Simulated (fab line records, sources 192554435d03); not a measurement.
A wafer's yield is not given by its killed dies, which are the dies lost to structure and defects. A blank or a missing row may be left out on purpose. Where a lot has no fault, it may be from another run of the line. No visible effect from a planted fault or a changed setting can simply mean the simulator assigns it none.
The tool behind it: which one? ; flow n5_finfet ; 27 wafers from 9 lots sampled at 3 of the route's 1938 steps

== WHAT THE GAUGES READ, wafer by wafer ==
N5_MOL_CONTACT_COAG_INSPECT_57: inspects for defects (brightfield).
lot;measured;on;raw_defect_count
L857;day 5 22:53;defect_inspect-02;167 173 129
L864;day 7 10:32;defect_inspect-02;229 251 768
L866;day 8 02:47;defect_inspect-02;130 187 120
L867;day 8 07:01;defect_inspect-01;180 246 176
L870;day 9 01:25;defect_inspect-01;230 244 167
L872;day 9 12:57;defect_inspect-02;184 107 172
L873;day 10 00:15;defect_inspect-02;245 188 153
L875;day 10 11:25;defect_inspect-02;156 239 104
L876;day 11 06:09;defect_inspect-01;224 223 228

== WHICH TOOL RAN EACH LOT (tool, then ch and the chambers of the sampled wafers, then the start) ==
lot;N5_MOL_CONTACT_COAG_ANNEAL_113;N5_MOL_CONTACT_COAG_PECVD_31
L857;rtp_anneal-02 ch 0, day 5 15:55;pecvd-02 ch 1,2, day 5 22:27
L864;rtp_anneal-01 ch 0, day 7 03:52;pecvd-02 ch 0,1,2, day 7 09:59
L866;rtp_anneal-01 ch 0, day 7 21:17;pecvd-04 ch 0,1,2, day 8 02:14
L867;rtp_anneal-02 ch 0, day 8 00:23;pecvd-03 ch 1,2, day 8 06:36
L870;rtp_anneal-01 ch 0, day 8 18:25;pecvd-03 ch 0,1,2, day 9 00:59
L872;rtp_anneal-01 ch 0, day 9 08:16;pecvd-04 ch 0,1,2, day 9 12:31
L873;rtp_anneal-02 ch 0, day 9 16:49;pecvd-03 ch 0,1,2, day 9 23:40
L875;rtp_anneal-01 ch 0, day 10 04:21;pecvd-02 ch 1,2, day 10 10:50
L876;rtp_anneal-02 ch 0, day 10 21:23;pecvd-04 ch 0,2, day 11 05:43
- N5_MOL_CONTACT_COAG_ANNEAL_113: time 300 s.
- N5_MOL_CONTACT_COAG_PECVD_31: deposits SiO2 from TEOS/O2, target thk 46 nm, time 8.9 s.

== THE ANSWER, worked out from the rows above alone ==
Rule: what is usual is taken from the lots themselves. Put in order of their means at a reading, lots are off if they are a third of the lots or fewer, leave a main group of 4 or more, and stand apart from it by a gap of 3 or more times the standard deviation of the main group's means; of several such gaps the widest counts. If all means in a main group match to the digits the tables above print for the reading, that group is not used. Also off: a lot with no number at a reading for which 4 or more lots have one. All remaining lots with rows at the step are treated as sound.
Off: L864 (N5_MOL_CONTACT_COAG_INSPECT_57, raw_defect_count). The main group: mean 182, standard deviation 28.
If a tool, at a process step before that reading, ran all the lots that are off and no sound lot after the first of them, it fits. Those tools and the gauges at N5_MOL_CONTACT_COAG_INSPECT_57 are tried in the same way. No candidate that was tried fits.

== WHAT THE SIMULATOR HAD INSERTED ==
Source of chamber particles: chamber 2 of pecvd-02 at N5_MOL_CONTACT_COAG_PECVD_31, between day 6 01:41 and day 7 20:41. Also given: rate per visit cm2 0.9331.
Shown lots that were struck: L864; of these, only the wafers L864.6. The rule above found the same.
